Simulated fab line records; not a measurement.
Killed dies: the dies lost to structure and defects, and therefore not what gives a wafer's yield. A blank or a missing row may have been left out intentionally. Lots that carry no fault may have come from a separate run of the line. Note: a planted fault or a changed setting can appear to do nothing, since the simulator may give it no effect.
Matching of chambers    flow n5-finfet    cmp-01 running N5_MOL_CONTACT_COAG_CMP_28: 4 sister chambers
The step polishes, stops on SiNx, t overpolish 0.85 s, target thk 14.522 nm. 27 wafers are shown with their chamber, then 12 later ones without.

== EACH WAFER AND ITS CHAMBER ==
wafer   chamber  motor-current-A (A)  slurry-filter-dp-kPa (kPa)  slurry-flow-ml-min
L074.1  2        15.5                 13.48                       150.5
L074.5  1        12.6                 13.59                       150.2
L074.6  0        14.1                 13.53                       150.1
L075.1  3        11.4                 13.44                       150.7
L075.2  1        11.2                 13.25                       150.2
L075.4  0        14.1                 13.41                       149.9
L077.1  0        13.6                 13.37                       149.5
L077.2  1        11.8                 13.47                       150.0
L077.6  3        11.7                 13.34                       149.2
L078.1  1        12.1                 13.38                       149.6
L078.4  3        11.9                 13.36                       149.7
L078.6  1        11.7                 13.40                       149.6
L083.1  0        13.7                 13.46                       150.0
L083.2  3        11.8                 13.47                       150.1
L083.6  2        16.4                 13.38                       149.6
L084.1  1        12.0                 13.73                       149.8
L084.2  3        11.9                 13.56                       150.1
L084.4  0        14.4                 13.62                       149.9
L087.3  1        12.4                 13.37                       150.0
L087.5  1        12.0                 13.32                       150.2
L087.6  0        13.7                 13.68                       150.4
L088.1  3        11.8                 13.58                       150.5
L088.2  2        15.0                 13.45                       150.8
L088.3  0        14.5                 13.71                       150.3
L089.1  0        13.5                 13.55                       149.9
L089.4  1        12.5                 13.35                       149.6
L089.6  1        12.4                 13.48                       149.7

SIGNATURES (averages over the wafers above)
reading               chamber 0  chamber 1  chamber 2  chamber 3  scatter within a chamber
motor-current-A       13.950     12.070     15.633     11.750     0.409
slurry-filter-dp-kPa  13.5412    13.4340    13.4367    13.4583    0.121
slurry-flow-ml-min    150.000    149.890    150.300    150.050    0.385
Rule: distance of a wafer from a chamber = root of the sum over the readings of ((wafer's reading minus chamber's mean) / reading's scatter) squared. The wafer belongs to the nearest chamber; if the next one is less than 2 further off, it can't be placed. The scatter is the square root of a quotient: the sum, over the shown wafers, of each reading's squared deviation from its chamber's mean, divided by wafers minus chambers.

== WAFERS WITHOUT THEIR CHAMBER ==
wafer   motor-current-A (A)  slurry-filter-dp-kPa (kPa)  slurry-flow-ml-min
L091.3  11.7                 13.66                       149.7
L091.4  13.8                 13.77                       150.6
L091.6  11.9                 13.59                       149.8
L093.1  12.1                 13.74                       149.2
L093.4  16.4                 13.56                       151.0
L093.6  14.8                 13.60                       150.8
L094.1  12.5                 13.59                       149.6
L094.2  11.5                 13.49                       149.9
L094.3  13.8                 13.74                       150.1
L095.2  15.4                 13.58                       150.5
L095.3  11.8                 13.55                       151.0
L095.6  11.4                 13.62                       150.5

== WHICH CHAMBER EACH WENT THROUGH ==
wafer   from the rows above           in truth
L091.3  can't be placed: 3 or 1       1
L091.4  0                             0
L091.6  can't be placed: 3 or 1       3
L093.1  can't be placed: 1 or 3       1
L093.4  2                             2
L093.6  can't be placed: 2 or 0       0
L094.1  can't be placed: 1 or 3 or 0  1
L094.2  can't be placed: 3 or 1       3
L094.3  0                             0
L095.2  2                             2
L095.3  can't be placed: 3 or 1       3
L095.6  can't be placed: 3 or 1       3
Placed correctly: 4 of 12. From these rows, 8 cannot be placed; in 8 the true chamber is one of the candidates. Number placed wrongly: 0.
